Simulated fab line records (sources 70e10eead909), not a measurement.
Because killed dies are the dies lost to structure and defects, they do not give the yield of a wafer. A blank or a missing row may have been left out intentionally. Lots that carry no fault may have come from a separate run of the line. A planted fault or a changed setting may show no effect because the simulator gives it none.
fab line records    flow nand-harc
record: lots: 6  wafers: 18  last-day: 24
route steps=1159 shown THIN_TSV@1119 END@1158
lots with no fault: from the same line, run without faults
start-h: hours from the record's first day to the start of the lot's first wafer shown    wait-h: hours elapsed since this lot's preceding step    " same as the row above    L1.1+2: one row covering several wafers at once    - no value present, or no start provided    * or withheld: withheld    < > ~ a bound
route shown NAME@n: a module of which the file shows steps, and the number in the route of the first    usual: mean and standard deviation over wafers with no fault    same: alike in all rows    chamber/n: place in a boat    sites: the reading at each site    _std_site: the values' standard deviation    _edge_site: mean of outer sites minus mean of inner sites    radius-mm: for every site, how far away it sits from the centre of the wafer    mask NAME#n: copy n    behind: the most recent tool/chamber to have shaped the wafer    hold: cause of the lot's hold/its duration in hours/its outcome    device: names the non-switching transistor (n, p or np)    end of line: tests of these same wafers at the route's end    a step without rows: its recipe alone    killed: not the wafer's yield, but the dies lost to structure and defects at the first sort    map: a wafer's dies, x killed, . not, _ none there
set.NAME: the run value of the setting; set.NAME@STEP: its run value at that earlier step    model.NAME: the simulator's own value behind a step, which no gauge read
lots seen at some steps along the route; tables by step, rows by wafer
services: a tool's chamber out of use, with start hour (start-h, from the record's first day; less than 0 if before it), hours out, and reason
== steps ==
step: NHARC_THIN_TSV_ETCH_44
recipe: target-depth-a: 15942  time-s: 797.1  cf4-flow-sccm: 150  o2-flow-sccm: 10  ar-flow-sccm: 0  rf-w: 300  bias-w: 800  chemistry: CF4/O2
step: NHARC_THIN_TSV_ETCH_15
recipe: target-depth-a: 30000  bosch-target-overetch-cycles: 2  bosch-etch-step-s: 2.8  bosch-dep-step-s: 1.2  bosch-cycles: 14
usual: drypump-motor-current-A: 5.5/0.42
same: bosch-cycles: 14
lot.wafer  tool       chamber  start-h  wait-h  drypump-motor-current-A  rf-hours-counter-h
L103.2     rie-si-03  2        465.57   -       5.4                      1.0
L103.3     "          0        "        "       5.8                      1.0
L103.4     "          1        "        "       5.9                      1.0
L105.3     rie-si-03  0        476.30   -       5.8                      1.0
L105.1     "          1        "        "       5.9                      1.0
L105.5     "          0        "        "       5.8                      -
L116.1     rie-si-03  0        535.21   -       5.8                      0.1
L116.4     "          1        "        "       5.9                      0.1
L116.5     "          2        "        "       5.4                      -
L118.1     rie-si-03  0        551.77   -       5.8                      0.2
L118.4     "          1        "        "       5.9                      0.2
L118.6     "          1        "        "       5.9                      -
L117.1     rie-si-02  0        552.86   -       5.8                      1.3
L117.2     "          1        "        "       4.9                      1.3
L117.4     "          3        "        "       6.2                      1.4
L119.3     rie-si-05  1        554.20   -       4.9                      1.2
L119.6     "          3        "        "       5.7                      -
L119.5     "          0        "        "       5.5                      -
step: NHARC_THIN_TSV_CD_MEAS_16
usual: cd-nm: 1000.3/1.6
lot.wafer  tool       chamber  start-h  wait-h  cd-nm
L103.2     cd-sem-03  -        465.71   0.1     1002.8
L103.3     "          -        "        "       1000.7
L103.4     "          -        "        "       1001.9
L105.1     cd-sem-01  -        476.44   0.1     1003.5
L105.3     "          -        "        "       1004.1
L105.5     "          -        "        "       1001.5
L116.1     cd-sem-02  -        535.33   0.1     997.5
L116.4     "          -        "        "       998.1
L116.5     "          -        "        "       996.9
L118.1     cd-sem-03  -        551.91   0.1     1001.6
L118.4     "          -        "        "       1000.6
L118.6     "          -        "        "       1000.3
L117.1     cd-sem-02  -        553.00   0.1     999.3
L117.2     "          -        "        "       1000.8
L117.4     "          -        "        "       1000.8
L119.3     cd-sem-02  -        554.33   0.1     1002.2
L119.5     "          -        "        "       1000.2
L119.6     "          -        "        "       1001.0
step: NHARC_THIN_TSV_STRIP_45
recipe: power-w: 1500  temp-c: 250  chemistry: O2
step: NHARC_THIN_TSV_STRIP_46
recipe: time-s: 1200  temp-c: 72.5  chemistry: post-etch-residue-remover
step: NHARC_THIN_TSV_DEP_47
recipe: target-thk-a: 2000  temp-c: withheld  pressure-torr: 6.5  rf-w: 900  teos-flow-sccm: 161.4  flow-sccm: 2650  target-thk-nm: 200  gas: O2  material: SiO2
step: NHARC_THIN_TSV_ETCHBACK_48
recipe: target-depth-a: 10285  over-etch-frac: 0.3  time-s: 405.17  ion-energy-ev: 250  c4f8-flow-sccm: withheld  ar-flow-sccm: withheld  rf-w: 600  bias-w: 300  chemistry: C4F8/Ar
step: NHARC_THIN_TSV_STRIP_62
recipe: power-w: 1500  temp-c: 250  time-s: 20  chemistry: N2/H2
step: NHARC_THIN_TSV_DEGAS_49
recipe: temp-c: 300  time-s: 120
step: NHARC_THIN_TSV_PRE_CLEAN_50
recipe: time-s: 30  temp-c: 280  gas: H2/He
step: NHARC_THIN_TSV_PVD_19
recipe: target-thk-a: 200  chamber-pressure-pa: 5  material: TaN
usual: throttle-valve-pct: 30.1/1.2
lot.wafer  tool            chamber  start-h  wait-h  throttle-valve-pct
L103.2     pvd-sputter-02  -        -        -       31.2
L103.4     "               -        "        "       28.7
L103.3     "               -        "        "       28.2
L105.3     pvd-sputter-03  -        -        -       31.0
L105.1     "               -        "        "       30.4
L105.5     "               -        "        "       30.5
L116.4     pvd-sputter-03  -        -        -       31.4
L116.1     "               -        "        "       30.6
L116.5     "               -        "        "       31.1
L118.4     pvd-sputter-03  -        -        -       30.5
L118.1     "               -        "        "       30.8
L118.6     "               -        "        "       31.1
L117.1     pvd-sputter-02  -        -        -       30.6
L117.4     "               -        "        "       28.1
L117.2     "               -        "        "       30.9
L119.3     pvd-sputter-02  -        -        -       28.8
L119.6     "               -        "        "       30.3
L119.5     "               -        "        "       28.8
step: NHARC_THIN_TSV_PVD_51
recipe: target-thk-a: 1000  chamber-pressure-pa: 5  material: Cu
step: NHARC_THIN_TSV_ECD_20
recipe: target-thk-a: 20000  material: Cu
lot.wafer   tool       chamber  start-h  wait-h
L103.2+4+3  ecd-cu-02  1,0,1    468.15   -
L105.1+3+5  ecd-cu-02  0,0,1    478.84   -
L116.1+4+5  ecd-cu-01  0        537.92   -
L118.1+4+6  ecd-cu-02  0        554.28   -
L117.1+2+4  ecd-cu-01  1,0,1    555.31   -
L119.3+6+5  ecd-cu-02  1,1,0    556.78   -
step: NHARC_THIN_TSV_ANNEAL_52
recipe: temp-c: 225  time-s: 90
usual: wafer_temp_C_max: 226.1/0.4
lot.wafer  tool           chamber  start-h  wait-h  wafer_temp_C_max
L103.2     rtp-anneal-02  0        468.83   0.6     226.6
L103.3     "              0        "        "       226.3
L103.4     "              0        "        "       226.5
L105.1     rtp-anneal-02  0        479.59   0.7     226.8
L105.3     "              0        "        "       226.5
L105.5     "              0        "        "       226.5
L116.1     rtp-anneal-02  0        538.56   0.5     226.4
L116.4     "              0        "        "       225.8
L116.5     "              0        "        "       226.0
L118.1     rtp-anneal-01  0        554.90   0.5     225.8
L118.4     "              0        "        "       225.7
L118.6     "              0        "        "       225.7
L117.1     rtp-anneal-02  0        556.07   0.7     226.4
L117.2     "              0        "        "       226.3
L117.4     "              0        "        "       226.4
L119.3     rtp-anneal-02  0        557.41   0.5     226.5
L119.5     "              0        "        "       226.3
L119.6     "              0        "        "       226.9
step: NHARC_THIN_TSV_CMP_21
recipe: t-overpolish-s: 30  target-thk-nm: 2000
step: NHARC_THIN_TSV_SRD_23
step: NHARC_THIN_TSV_DEGAS_53
recipe: temp-c: 300  time-s: 60
step: NHARC_THIN_TSV_PRE_CLEAN_54
recipe: time-s: 30  temp-c: 280  gas: H2/He
usual: heater-power-w: 413/46  susceptor-temp-C: 279.98/0.19
lot.wafer  tool            chamber  start-h  wait-h  heater-power-w  susceptor-temp-C
L103.3     pvd-sputter-03  -        469.67   0.1     361             279.75
L103.4     "               -        "        "       357             280.15
L103.2     "               -        "        "       397             280.04
L105.1     pvd-sputter-02  -        480.47   0.1     431             280.26
L105.3     "               -        "        "       408             280.28
L105.5     "               -        "        "       438             280.07
L116.1     pvd-sputter-02  -        539.45   0.1     410             279.84
L116.4     "               -        "        "       445             279.98
L116.5     "               -        "        "       447             279.76
L118.1     pvd-sputter-01  -        555.77   0.0     466             279.96
L118.4     "               -        "        "       379             279.69
L118.6     "               -        "        "       389             279.70
L117.4     pvd-sputter-01  -        556.96   0.1     466             279.94
L117.1     "               -        "        "       373             279.95
L117.2     "               -        "        "       373             280.12
L119.3     pvd-sputter-01  -        558.18   0.0     453             280.21
L119.5     "               -        "        "       448             279.93
L119.6     "               -        "        "       464             279.97
step: NHARC_THIN_TSV_PVD_55
recipe: target-thk-a: 500  material: TiN
step: NHARC_THIN_TSV_PVD_24
recipe: target-thk-a: 8000  power-w: withheld  chamber-pressure-pa: withheld  substrate-temp-c: withheld  time-s: withheld  gas: Ar  material: Al
step: NHARC_THIN_TSV_DEHYDRATE_25
recipe: temp-c: 150  time-s: 120
step: NHARC_THIN_TSV_HMDS_26
recipe: time-s: 30
step: NHARC_THIN_TSV_COAT_27
recipe: spin-rpm: *
step: NHARC_THIN_TSV_SOFTBAKE_28
recipe: temp-c: 122  time-s: 95
step: NHARC_THIN_TSV_EBR_29
step: NHARC_THIN_TSV_EXPOSE_30
recipe: na: 0.55  dose-mj: 11.47  mask-id: PAD
step: NHARC_THIN_TSV_PEB_31
recipe: peb-temp-c: 118  peb-time-s: 85
step: NHARC_THIN_TSV_DEVELOP_32
recipe: time-s: 70
step: NHARC_THIN_TSV_CD_MEAS_33
recipe: target-cd-nm: 5000  landing-energy-ev: 500
usual: cd-nm: 4999.7/1.3
same: landing-energy-ev: 500
lot.wafer  tool       chamber  start-h  wait-h  cd-nm
L103.2     cd-sem-01  0        470.74   -       5002.5
L103.3     "          0        "        "       5004.0
L103.4     "          0        "        "       5001.3
L105.1     cd-sem-02  0        481.54   -       4999.1
L105.3     "          0        "        "       4998.3
L105.5     "          0        "        "       4998.5
L116.1     cd-sem-03  0        540.36   -       4999.0
L116.4     "          0        "        "       4998.1
L116.5     "          0        "        "       5000.3
L118.1     cd-sem-03  0        556.84   -       4998.6
L118.4     "          0        "        "       4999.1
L118.6     "          0        "        "       4999.4
L117.1     cd-sem-01  0        558.02   -       5000.2
L117.2     "          0        "        "       5000.9
L117.4     "          0        "        "       5001.2
L119.3     cd-sem-03  0        559.26   -       4999.0
L119.5     "          0        "        "       4998.9
L119.6     "          0        "        "       4999.5
step: NHARC_THIN_TSV_HARDBAKE_34
recipe: temp-c: 125  time-s: 80
step: NHARC_THIN_TSV_DESCUM_35
recipe: time-s: 3  o2-flow-sccm: 200  ar-flow-sccm: 0  bias-power-w: 0  chemistry: O2
step: NHARC_THIN_TSV_ETCH_59
recipe: target-depth-a: 8800  icp-w: 900  bias-w: 100  Cl2_flow_sccm: 60  bcl3-flow-sccm: 30  time-s: 138.1  chemistry: Cl2/BCl3
usual: chamber-pressure-mTorr: 10.000/0.0092  drypump-motor-current-A: 6.2/0.34  mfc-cl2-sccm: 60.01/0.19  oes-product-au: 0.998/0.0077  throttle-valve-pct: 22.264/0.0084
lot.wafer  tool          chamber  start-h  wait-h  chamber-pressure-mTorr  drypump-motor-current-A  mfc-cl2-sccm  oes-product-au  rf-hours-counter-h  throttle-valve-pct
L103.2     rie-metal-01  1        471.03   0.1     10.011                  6.0                      59.77         1.005           3.7                 22.267
L103.4     "             1        "        "       10.001                  6.0                      60.23         0.996           -                   22.256
L103.3     "             0        "        "       10.002                  5.7                      60.20         1.003           -                   22.271
L105.1     rie-metal-01  0        481.87   0.2     9.998                   5.7                      59.79         0.988           3.7                 22.252
L105.3     "             0        "        "       9.997                   5.7                      60.04         0.996           -                   22.254
L105.5     "             1        "        "       9.988                   6.0                      60.08         0.991           -                   22.252
L116.1     rie-metal-01  0        540.67   0.1     9.995                   5.7                      59.76         0.993           0.4                 22.264
L116.4     "             0        "        "       10.012                  5.7                      59.99         0.986           -                   22.267
L116.5     "             0        "        "       10.005                  5.7                      59.62         0.978           -                   22.260
L118.1     rie-metal-01  1        557.17   0.1     10.017                  6.0                      59.82         0.979           0.9                 22.264
L118.4     "             1        "        "       9.999                   6.0                      59.84         0.994           -                   22.273
L118.6     "             1        "        "       10.021                  6.0                      59.92         0.990           -                   22.265
L117.2     rie-metal-03  1        558.31   0.1     9.991                   6.1                      59.78         0.991           3.0                 22.254
L117.1     "             0        "        "       9.997                   6.0                      60.21         1.010           3.0                 22.269
L117.4     "             1        "        "       9.999                   6.1                      59.60         0.990           -                   22.263
L119.3     rie-metal-01  0        559.66   0.2     10.017                  5.7                      60.00         0.987           -                   22.273
L119.6     "             1        "        "       9.987                   6.0                      60.21         0.994           -                   22.270
L119.5     "             0        "        "       10.003                  5.7                      60.46         0.994           -                   22.274
step: NHARC_THIN_TSV_ETCH_36
recipe: target-depth-a: 650  over-etch-frac: 0.3  time-s: 18.571  ion-energy-ev: 150  chemistry: Cl2/BCl3
step: NHARC_THIN_TSV_STRIP_56
recipe: power-w: 1500  temp-c: 250  chemistry: O2
step: NHARC_THIN_TSV_STRIP_57
recipe: time-s: 1200  temp-c: 72.5  chemistry: post-etch-residue-remover
step: NHARC_THIN_TSV_CD_MEAS_37
usual: cd-nm: 5000.1/2.2
lot.wafer  tool       chamber  start-h  wait-h  cd-nm
L103.2     cd-sem-01  -        472.20   -       5005.2
L103.3     "          -        "        "       5004.9
L103.4     "          -        "        "       5003.9
L105.1     cd-sem-02  -        482.98   -       5002.4
L105.3     "          -        "        "       5003.5
L105.5     "          -        "        "       5000.5
L116.1     cd-sem-03  -        541.99   -       4996.1
L116.4     "          -        "        "       4996.1
L116.5     "          -        "        "       4996.4
L118.1     cd-sem-03  -        558.28   -       4999.8
L118.4     "          -        "        "       4999.6
L118.6     "          -        "        "       4998.8
L117.1     cd-sem-03  -        559.46   -       4998.5
L117.2     "          -        "        "       5001.4
L117.4     "          -        "        "       5002.0
L119.3     cd-sem-02  -        560.74   -       5000.5
L119.5     "          -        "        "       4999.2
L119.6     "          -        "        "       5000.8
step: NHARC_THIN_TSV_ANNEAL_58
recipe: temp-c: 400  time-s: 1800
step: NHARC_END_WLT_00
usual: VT_DECK1_BOTTOM: 0.871/0.0074  VT_DECK1_BOTTOM_INNER: 0.870/0.0075  VT_DECK1_MEDIAN_NEAR_BOTTOM: 0.872/0.0074  VT_DECK1_MEDIAN_NEAR_BOTTOM_INNER: 0.872/0.0075  VT_DECK1_MIDDLE: 0.884/0.0064  VT_DECK1_MIDDLE_INNER: 0.883/0.0068  VT_DECK1_TOP: 0.894/0.0065  VT_DECK1_TOP_INNER: 0.894/0.0071
lot.wafer  tool       chamber  start-h  wait-h  VT_DECK1_BOTTOM  VT_DECK1_BOTTOM_INNER  VT_DECK1_MEDIAN_NEAR_BOTTOM  VT_DECK1_MEDIAN_NEAR_BOTTOM_INNER  VT_DECK1_MIDDLE  VT_DECK1_MIDDLE_INNER  VT_DECK1_TOP  VT_DECK1_TOP_INNER
L103.2     prober-01  -        478.45   0.6     0.868            0.871                  0.867                        0.870                              0.891            0.870                  0.892         0.896
L103.3     "          -        "        "       0.871            0.872                  0.876                        0.873                              0.885            0.890                  0.891         0.895
L103.4     "          -        "        "       0.869            0.869                  0.867                        0.868                              0.876            0.878                  0.891         0.891
L105.1     prober-01  -        487.27   0.0     0.875            0.876                  0.868                        0.875                              0.879            0.888                  0.897         0.890
L105.3     "          -        488.27   1.0     0.877            0.872                  0.878                        0.875                              0.888            0.890                  0.894         0.887
L105.5     "          -        489.27   2.0     0.877            0.875                  0.879                        0.874                              0.897            0.886                  0.893         0.900
L116.1     prober-01  -        548.33   0.0     0.865            0.868                  0.867                        0.862                              0.882            0.881                  0.889         0.887
L116.4     "          -        549.83   1.5     0.864            0.858                  0.866                        0.861                              0.884            0.874                  0.886         0.888
L116.5     "          -        "        "       0.869            0.863                  0.871                        0.858                              0.876            0.886                  0.886         0.887
L117.1     prober-01  -        562.79   0.0     0.874            0.875                  0.884                        0.876                              0.887            0.879                  0.895         0.890
L117.2     "          -        "        "       0.868            0.868                  0.872                        0.867                              0.885            0.889                  0.901         0.894
L117.4     "          -        564.29   1.5     0.875            0.866                  0.874                        0.868                              0.879            0.877                  0.888         0.896
L118.1     prober-02  -        564.27   1.5     0.869            0.869                  0.870                        0.871                              0.888            0.880                  0.882         0.888
L118.4     "          -        565.77   3.0     0.867            0.868                  0.873                        0.856                              0.875            0.881                  0.896         0.898
L118.6     "          -        566.77   4.0     0.870            0.866                  0.870                        0.864                              0.871            0.882                  0.891         0.896
L119.3     prober-01  -        571.61   8.9     0.880            0.881                  0.875                        0.884                              0.889            0.894                  0.902         0.907
L119.5     "          -        "        "       0.867            0.885                  0.880                        0.887                              0.876            0.888                  0.898         0.899
L119.6     "          -        "        "       0.881            0.880                  0.883                        0.892                              0.895            0.883                  0.903         0.907
step: NHARC_END_SORT_01
recipe: temp-c: 25
usual: defect-limited-yield: 95.7/1.5  killed-at-array: 26/9.9  killed-at-other: 0.8/1  killed-at-periphery: 2.8/2.2  killed-dies: 29/9.9  killed-open: 3.2/1.8  killed-short: 2.1/1.4  sort_bin_2_pct: 1.3/0.54  sort_bin_3_pct: 0.23/0.2  sort_bin_4_pct: 2.8/1  sort-n-pass: 648/9.9  sort-rim-yield-pct: 95/3.5  sort-yield-pct: 95.7/1.5
same: gross-dies: 677  sort_bin_5_pct[%]: 0  sort_bin_6_pct[%]: 0  sort_bin_7_pct[%]: 0  sort_bin_8_pct[%]: 0  sort-rim-n-gross: 106.00
lot.wafer  tool       chamber  start-h  wait-h  defect-limited-yield[%]  killed-at-array  killed-at-other  killed-at-periphery  killed-dies  killed-open  killed-short  sort_bin_2_pct[%]  sort_bin_3_pct[%]  sort_bin_4_pct[%]  sort-n-pass  sort-rim-yield-pct[%]  sort-yield-pct[%]
L103.2     prober-01  0        481.79   2.8     41.2                     16               379              3                    398          6            2             20.8               4.14               33.8               279          45                     41.2
L103.3     prober-01  0        482.59   3.1     43.0                     14               369              3                    386          5            1             19.2               4.43               33.4               291          47                     43.0
L103.4     prober-01  0        483.39   3.4     42.1                     27               363              2                    392          5            3             23.8               3.99               30.1               285          37                     42.1
L105.1     prober-01  0        490.28   2.5     37.8                     24               394              3                    421          4            1             20.1               6.65               35.5               256          37                     37.8
L105.3     prober-01  0        491.88   3.1     34.7                     40               400              2                    442          4            4             24.5               3.84               36.9               235          30                     34.7
L105.5     prober-01  0        493.48   3.7     41.1                     17               380              2                    399          2            0             19.1               4.43               35.5               278          42                     41.1
L116.1     prober-01  0        551.33   2.5     95.9                     20               6                2                    28           1            5             1.2                0                  3.0                649          97                     95.9
L116.4     prober-01  0        553.74   3.4     96.6                     21               2                0                    23           4            2             1.5                0.15               1.8                654          98                     96.6
L116.5     prober-01  0        554.54   3.7     96.6                     16               2                5                    23           3            3             1.3                0.15               1.9                654          96                     96.6
L119.3     prober-01  0        575.18   3.1     95.9                     21               1                6                    28           3            2             1.0                0.30               2.8                649          99                     95.9
L119.5     prober-01  0        576.77   3.7     95.6                     21               1                8                    30           3            3             1.2                0.30               3.0                647          99                     95.6
L119.6     prober-01  0        577.57   4.0     96.3                     13               2                10                   25           5            4             0.6                0.59               2.5                652          94                     96.3
killed by level:class
L103.2 THIN_TSV:unspecified=379 A_CHANNEL_HOLE_D1:chamber-film-flake=7 P_CONTACT:geometric-particle:open=2 A_ONON_D1:geometric-particle:short=2 A_ONON_D1:geometric-particle:open=1 A_SGD_CUT:geometric-particle:open=1 A_CONTACT:geometric-particle:open=1 A_BLC:geometric-particle:open=1
L103.3 THIN_TSV:unspecified=369 A_CHANNEL_HOLE_D1:chamber-film-flake=9 P_CONTACT:geometric-particle:open=1 P_M0:geometric-particle:open=1 P_M1:geometric-particle:open=1 A_SOURCE_PLATE:geometric-particle:open=1 A_STAIRCASE:geometric-particle:short=1 A_CONTACT:geometric-particle:open=1
L103.4 THIN_TSV:unspecified=363 A_CHANNEL_HOLE_D1:chamber-film-flake=15 A_CHANNEL_FILL_D1:geometric-particle:open=4 A_CHANNEL_FILL_D1:chamber-film-flake=2 P_CONTACT:geometric-particle:open=1 A_CHANNEL_FILL_D1:geometric-particle:short=1 A_WL_FILL:geometric-particle:short=1 A_CONTACT:geometric-particle:short=1
L105.1 THIN_TSV:unspecified=394 A_CHANNEL_HOLE_D1:chamber-film-flake=9 A_SLIT:chamber-film-flake=6 A_CONTACT:chamber-film-flake=3 A_STAIRCASE:chamber-film-flake=2 P_GATE:geometric-particle:open=1 P_M0:geometric-particle:open=1 A_ONON_D1:geometric-particle:open=1
L105.3 THIN_TSV:unspecified=400 A_CHANNEL_HOLE_D1:chamber-film-flake=16 A_SLIT:chamber-film-flake=12 A_CONTACT:chamber-film-flake=3 A_ONON_D1:geometric-particle:short=2 A_WL_FILL:geometric-particle:open=2 A_M0:geometric-particle:short=2 P_GATE:geometric-particle:open=1
L105.5 THIN_TSV:unspecified=380 A_CHANNEL_HOLE_D1:chamber-film-flake=7 A_SLIT:chamber-film-flake=6 A_CONTACT:chamber-film-flake=3 P_GATE:geometric-particle:open=1 A_BLC:geometric-particle:open=1 P_ZERO_WELL:chamber-film-flake=1
L116.1 A_CHANNEL_HOLE_D1:chamber-film-flake=6 THIN_TSV:chamber-film-flake=6 A_CONTACT:chamber-film-flake=5 A_WL_FILL:geometric-particle:short=3 A_CHANNEL_HOLE_D1:geometric-particle:short=1 A_CHANNEL_FILL_D1:geometric-particle:short=1 A_CONTACT:geometric-particle:open=1 P_GATE:chamber-film-flake=1
L116.4 A_CONTACT:chamber-film-flake=8 A_CHANNEL_HOLE_D1:chamber-film-flake=4 A_CONTACT:geometric-particle:open=2 A_WL_FILL:chamber-film-flake=2 THIN_TSV:chamber-film-flake=2 A_SGD_CUT:geometric-particle:short=1 A_SGD_CUT:geometric-particle:open=1 A_BLC:geometric-particle:open=1
L116.5 A_CHANNEL_HOLE_D1:chamber-film-flake=9 A_CONTACT:chamber-film-flake=4 P_STI:chamber-film-flake=2 THIN_TSV:chamber-film-flake=2 P_GATE:geometric-particle:open=1 P_M0:geometric-particle:open=1 P_M0:geometric-particle:short=1 A_ONON_D1:geometric-particle:short=1
L119.3 A_CHANNEL_HOLE_D1:chamber-film-flake=13 A_CONTACT:chamber-film-flake=3 P_M1:chamber-film-flake=2 P_GATE:geometric-particle:open=1 P_M2:geometric-particle:short=1 A_CHANNEL_FILL_D1:geometric-particle:short=1 A_CHANNEL_FILL_D1:geometric-particle:open=1 A_WL_FILL:geometric-particle:open=1
L119.5 A_CHANNEL_HOLE_D1:chamber-film-flake=8 A_CONTACT:chamber-film-flake=7 P_M1:chamber-film-flake=5 P_CONTACT:geometric-particle:open=1 P_M2:geometric-particle:open=1 A_ONON_D1:geometric-particle:open=1 A_ONON_D1:geometric-particle:short=1 A_CHANNEL_FILL_D1:geometric-particle:short=1
L119.6 P_M1:chamber-film-flake=4 A_STAIRCASE:chamber-film-flake=4 A_CONTACT:chamber-film-flake=4 A_CHANNEL_HOLE_D1:chamber-film-flake=2 P_ZERO_WELL:geometric-particle:short=1 P_CONTACT:geometric-particle:open=1 P_M0:geometric-particle:open=1 P_M0:geometric-particle:short=1
map L103.2 (x killed, . not)
____________x____________
_________xx.x.x._________
_______x..xxx.xxxx_______
______.xxxxx...xxx.______
_____x..xx..xxx..x.x_____
____x.xxxxxxxx...xxx.____
____.xxxxx.xxxxxx.xxx____
___.....x..x.xxxxxxx.x___
___...x.x.x.x.xxxxxx..___
__.x.xx.xx.xxx.xx.xx.xx__
__x.xxx.xx.x.xx..x..xx.__
_xx.xx..xxxx..x.xx...x.x_
_x.xx.x.xx.xxxxxx..xxxx._
_xxxxxx.xxxxxx...xx..xxx_
_..xxx.x..x.x.xx.xx.xx.._
_x.x..xxx.x.xx.xx.xx.xx._
.xx....x....xxx.x.xx...x.
xx..x.xxx.xx.x.xxx..x.xx.
...xx....x.x.x.xx.xx.xx..
..x.x.x...xx..x.x.xx.xx.x
x.x...xx.x.x.x.xxxxx..xx.
_xx.xxxxx..x...x..xx.x.x_
_.x..x..x...x.x.x..xx.x._
_xx..x.....x..x.xxxxx.x._
_xxxx.xxx.x..xxxx.xx.xxx_
_x.x.x.x......x.xxx..xx._
__x.xxxxxxxx.xxx..xx.xx__
__xx..x.xxx.xxxxxx.x...__
___..x.xxx.xx.xxxxx.xx___
___..x..xx..x.xxxx.xxx___
____....x.....xxx.xx.____
____x.x.xxxx.x.x...xx____
_____.x.xx..xxxx.xx._____
______xx.xxxxxxxx..______
_______xxxxxxxx.x._______
_________xx.x.xx_________
____________x____________
map L105.3 (x killed, . not)
____________x____________
_________x.xxx.x_________
_______xx.xxxx...._______
______xxxx.xxxxxx..______
_____xxx.x.xx....xxx_____
____xxxx.x.........x.____
____xx.xxxxxxxxxx.x.x____
___xx.xxxxx..xx.xx..xx___
___x.xxxxx.x.xxx.xxxxx___
__xxxxxxxxxx.x.x..x.xx.__
__x.xxxxxxx..x.xxxxxxxx__
_x.xx.xxxx.x.x....xxx..x_
_xxx....xxxxxxx...xxx..._
_x..xxxxx..xx.x..xxx.x.._
_xxxxxx.xxx..x.x.x..xxxx_
_xx.xxxxxxx..xxx.xx.x.x._
..xxx.x.x.x..x...xxxxxxxx
x.x..xx..x.x...x.x.xx.x.x
xxxxxxxxxxx...x..xxxxx.x.
...xxx.xxxxxxxx..xxxxxxxx
.xxx..xxxx.x.x.xxxx.x....
_xxx..x..xx.x.xx.x...x.x_
_xx..xx.xxxx.x.xxxxxxxx._
_x.xx.xxxxx.xx...xx.x.xx_
_xxx..x.x.xxxxxxxx.xxx.x_
_.xx.x.xxxxxxxx.xx..xxx._
__x.x.xxxxxx.xx..xxx.xx__
__x....xxxxxx...x...xx.__
___..xx..xx.xxxx..xxxx___
___xxxx.xxxx.x.xx.x..x___
____x..x..x.xxxx..xxx____
____...xx...x.x.x..xx____
_____.xxxxxxxxxxx.xx_____
______x.xx.xx..xxxx______
_______x.xxxxxxxx._______
_________xxxxxxx_________
____________.____________
== services ==
tool            chamber  start-h  hours  kind
ecd-cu-01       -        448.25   8.0    pm
rie-metal-03    -        453.00   9.0    pm
rie-si-05       0        455.53   1.0    repair
pvd-sputter-03  -        458.00   10.0   pm
rie-si-05       -        459.65   0.7    repair
pvd-sputter-03  -        471.96   0.8    repair
pvd-sputter-01  -        498.02   3.1    repair
pvd-sputter-03  -        507.90   2.0    repair
rie-metal-01    -        509.00   9.0    pm
rie-metal-01    0        509.00   9.0    vent-cycle
rie-metal-01    1        509.00   9.0    vent-cycle
rie-si-03       -        509.00   9.0    pm
rie-si-03       0        509.00   9.0    vent-cycle
rie-si-03       1        509.00   9.0    vent-cycle
rie-si-03       2        509.00   9.0    vent-cycle
rie-si-03       3        509.00   9.0    vent-cycle
rie-metal-01    0        518.00   -      clean
rie-metal-01    1        518.00   -      clean
rie-si-03       0        518.00   -      clean
rie-si-03       1        518.00   -      clean
pvd-sputter-01  -        518.10   10.0   pm
pvd-sputter-03  -        522.58   3.6    repair
ecd-cu-02       -        533.07   8.0    pm
rie-si-03       -        539.41   0.6    repair
== key ==
first-sign: step: NHARC_END_SORT_01  reading: killed-at-other  direction: up  sigmas: 99+  usual: 0.8  struck: 380.8
effect: step: NHARC_END_SORT_01  reading: defect-limited-yield  direction: down  sigmas: 38  usual: 95.7  struck: 40.0
more-kills-born-at: NHARC_THIN_TSV_ECD_20@ecd-cu-02: 2285
met-at NHARC_THIN_TSV_ECD_20
struck-wafers L103.2,L103.3,L103.4,L105.1,L105.3,L105.5
fault: kind: chamber-particle-source  tool: ecd-cu-02  chamber: -  onset-h: 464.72  steps: NHARC_THIN_TSV_ECD_20  rate-per-visit-cm2: 0.92225  end-h: 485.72
